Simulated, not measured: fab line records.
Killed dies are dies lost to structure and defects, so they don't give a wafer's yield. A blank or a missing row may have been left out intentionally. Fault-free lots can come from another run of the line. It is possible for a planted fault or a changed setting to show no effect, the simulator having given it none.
Which tool did it? -- flow n5-finfet -- 30 wafers from 11 lots sampled at 5 of the route's 1938 steps

WHAT THE GAUGES SHOWED, per wafer
The record holds no reading of a measuring or inspecting step that can be judged against a usual standard deviation.

WHAT TOOL EACH LOT RAN ON (gives the tool, then ch and the chambers of the sampled wafers, and finally the start)
lot,N5_GATE_CUT_ETCHBACK_00,N5_MIM_BOT_ETCH_ETCH_00,N5_MIM_BOT_ETCH_STRIP_01,N5_PASSIVATION_AL_ETCH_33,N5_PASSIVATION_PROBE_49
L964,"rie-metal-02 ch 0,1, day 5 01:47","rie-metal-01 ch 1, day 13 07:05","rie-diel-05 ch 0,1,2, day 13 07:14","rie-metal-03 ch 0, day 13 12:44",-
L965,"rie-metal-03 ch 0, day 5 11:22","rie-metal-03 ch 0, day 13 08:38","rie-diel-04 ch 0,1, day 13 08:54","rie-metal-02 ch 0,1, day 13 13:59",-
L966,"rie-metal-02 ch 0,1, day 5 16:36","rie-metal-02 ch 0,1, day 13 12:46","rie-diel-04 ch 0,3, day 13 12:56","rie-metal-02 ch 0,1, day 13 16:34",-
L968,"rie-metal-02 ch 0,1, day 6 02:19","rie-metal-02 ch 0,1, day 13 06:55","rie-diel-05 ch 1,2, day 13 07:03","rie-metal-01 ch 0, day 13 13:15",-
L970,"rie-metal-02 ch 0, day 6 16:52","rie-metal-02 ch 1, day 14 11:13","rie-diel-05 ch 1,2, day 14 11:20","rie-metal-03 ch 0, day 14 15:02","prober-02, day 14 20:35"
L971,"rie-metal-02 ch 0,1, day 6 18:47","rie-metal-01 ch 0, day 14 11:01","rie-diel-06 ch 1,3, day 14 11:10","rie-metal-02 ch 0,1, day 14 15:04","prober-01, day 14 20:13"
L972,"rie-metal-02 ch 0,1, day 7 02:34","rie-metal-03 ch 0,1, day 14 21:34","rie-diel-04 ch 0,1,2, day 14 21:59","rie-metal-01 ch 0,1, day 15 02:37","prober-02, day 15 07:23"
L977,"rie-metal-03 ch 0,1, day 8 06:37","rie-metal-02 ch 0,1, day 15 12:40","rie-diel-04 ch 1,2,3, day 15 12:53","rie-metal-01 ch 1, day 15 17:08",-
L979,"rie-metal-01 ch 0,1, day 8 19:44","rie-metal-03 ch 0,1, day 17 01:36","rie-diel-04 ch 1,2,3, day 17 01:44","rie-metal-03 ch 0,1, day 17 06:37",-
L983,"rie-metal-01 ch 0,1, day 10 02:01","rie-metal-02 ch 0,1, day 17 07:53","rie-diel-04 ch 0,2,3, day 17 08:22","rie-metal-01 ch 0,1, day 17 11:23",-
L984,"rie-metal-02 ch 0,1, day 10 08:43","rie-metal-03 ch 0,1, day 17 08:10","rie-diel-04 ch 0,3, day 17 08:25","rie-metal-02 ch 0,1, day 17 11:49",-
- N5_GATE_CUT_ETCHBACK_00: etches W in SF6/Cl2.
- N5_MIM_BOT_ETCH_ETCH_00: etches TiN in Cl2/BCl3, target depth 45.5 nm.
- N5_MIM_BOT_ETCH_STRIP_01: strips in O2.
- N5_PASSIVATION_AL_ETCH_33: etches Al in Cl2/BCl3, stops on TaN, target depth 2800 nm, time 466.7 s.
- N5_PASSIVATION_PROBE_49

WHAT THE TOOLS THEMSELVES READ (means of the sampled wafers that have a number; where no wafer has one, the mark that the record gives instead)
N5_GATE_CUT_ETCHBACK_00.
lot,tool,drypump-motor-current-A (A),oes-product-au (a.u.),throttle-valve-pct (%)
L964,rie-metal-02,6.1,0.89,27.21
L965,rie-metal-03,5.3,0.92,27.05
L966,rie-metal-02,6.1,0.88,27.21
L968,rie-metal-02,6.3,0.87,27.13
L970,rie-metal-02,6.6,0.85,27.03
L971,rie-metal-02,6.1,0.86,27.23
L972,rie-metal-02,6.1,0.85,27.22
L977,rie-metal-03,5.5,0.72,27.43
L979,rie-metal-01,5.8,0.82,27.36
L983,rie-metal-01,5.7,0.80,27.36
L984,rie-metal-02,6.2,0.82,27.18

N5_MIM_BOT_ETCH_ETCH_00.
lot,tool,drypump-motor-current-A (A),oes-product-au (a.u.),throttle-valve-pct (%)
L964,rie-metal-01,5.5,0.88,21.73
L965,rie-metal-03,5.3,0.81,21.71
L966,rie-metal-02,6.1,0.79,21.76
L968,rie-metal-02,6.1,0.79,21.77
L970,rie-metal-02,5.8,0.78,21.84
L971,rie-metal-01,5.9,0.72,21.76
L972,rie-metal-03,5.5,0.91,21.86
L977,rie-metal-02,6.1,0.77,21.79
L979,rie-metal-03,5.4,0.82,21.82
L983,rie-metal-02,6.3,0.76,21.73
L984,rie-metal-03,5.4,0.84,21.84

N5_MIM_BOT_ETCH_STRIP_01.
lot,tool,drypump-motor-current-A (A),oes-product-au (a.u.),rf-vpp-V (V),showerhead-plenum-p-Torr (Torr),throttle-valve-pct (%)
L964,rie-diel-05,5.1,0.87,4.4,2.19,16.59
L965,rie-diel-04,6.3,0.80,3.5,2.15,16.82
L966,rie-diel-04,6.5,0.72,4.1,2.09,16.79
L968,rie-diel-05,5.3,0.82,2.4,2.15,16.49
L970,rie-diel-05,5.3,0.81,3.5,2.16,16.55
L971,rie-diel-06,5.5,0.83,3.5,2.08,16.66
L972,rie-diel-04,6.1,0.79,4.0,2.10,16.76
L977,rie-diel-04,5.9,0.80,2.6,2.05,16.84
L979,rie-diel-04,5.9,0.79,5.0,2.05,16.90
L983,rie-diel-04,6.2,0.85,3.5,2.05,16.66
L984,rie-diel-04,6.5,0.84,5.2,2.06,16.66

N5_PASSIVATION_AL_ETCH_33.
lot,tool,drypump-motor-current-A (A),oes-product-au (a.u.),throttle-valve-pct (%)
L964,rie-metal-03,5.3,0.74,33.86
L965,rie-metal-02,6.2,0.72,34.04
L966,rie-metal-02,6.1,0.72,34.14
L968,rie-metal-01,5.9,0.65,34.09
L970,rie-metal-03,5.3,0.74,33.83
L971,rie-metal-02,6.3,0.72,33.89
L972,rie-metal-01,5.6,0.73,34.17
L977,rie-metal-01,5.6,0.76,34.23
L979,rie-metal-03,5.5,0.76,34.01
L983,rie-metal-01,5.6,0.70,34.21
L984,rie-metal-02,6.2,0.69,34.05

N5_PASSIVATION_PROBE_49.
lot,tool,defect-limited-yield (%),killed_at_M0_to_M3,killed_at_M4_up,killed-at-contacts,killed-at-front-end,killed-at-other,killed-dies,killed-open,killed-short,sort_bin_4_leakage (%),sort_bin_5_function (%),sort_bin_6_memory (%),sort_bin_8_speed (%),sort-n-pass,sort-yield-pct (%)
L970,prober-02,80.9,42,10,7,163,4,226,57,22,0.00,12.2,3.8,0.0,954,80.9
L971,prober-01,85.7,47,10,6,100,6,168,85,36,0.03,8.5,4.4,0.0,1011,85.7
L972,prober-02,89.6,28,9,8,76,2,123,46,27,0.03,6.1,3.2,0.0,1057,89.6

THE ANSWER, worked out from the rows above alone
Rule: the usual values come from the lots themselves. The widest of any qualifying gaps counts: lots, ordered by their means at a reading, are off when they make up no more than a third of the lots, leave a main group of 4 or more, and stand apart from it by 3 or more times the standard deviation of that group's means. If all means in a main group match to the digits the tables above print for the reading, that group is not used. Also off: a lot with no number at a reading for which 4 or more lots have one. The other lots that the step has rows for count as sound. First the gauges in route order, then the tools' own readings, where a lot's mean is used as printed above. At the first step where some lot is off, the reading lying furthest off is the one used; lots without a number count as furthest.
Nothing can be told from this: no lot is off at any reading shown.

WHAT THE SIMULATOR HAD INSERTED
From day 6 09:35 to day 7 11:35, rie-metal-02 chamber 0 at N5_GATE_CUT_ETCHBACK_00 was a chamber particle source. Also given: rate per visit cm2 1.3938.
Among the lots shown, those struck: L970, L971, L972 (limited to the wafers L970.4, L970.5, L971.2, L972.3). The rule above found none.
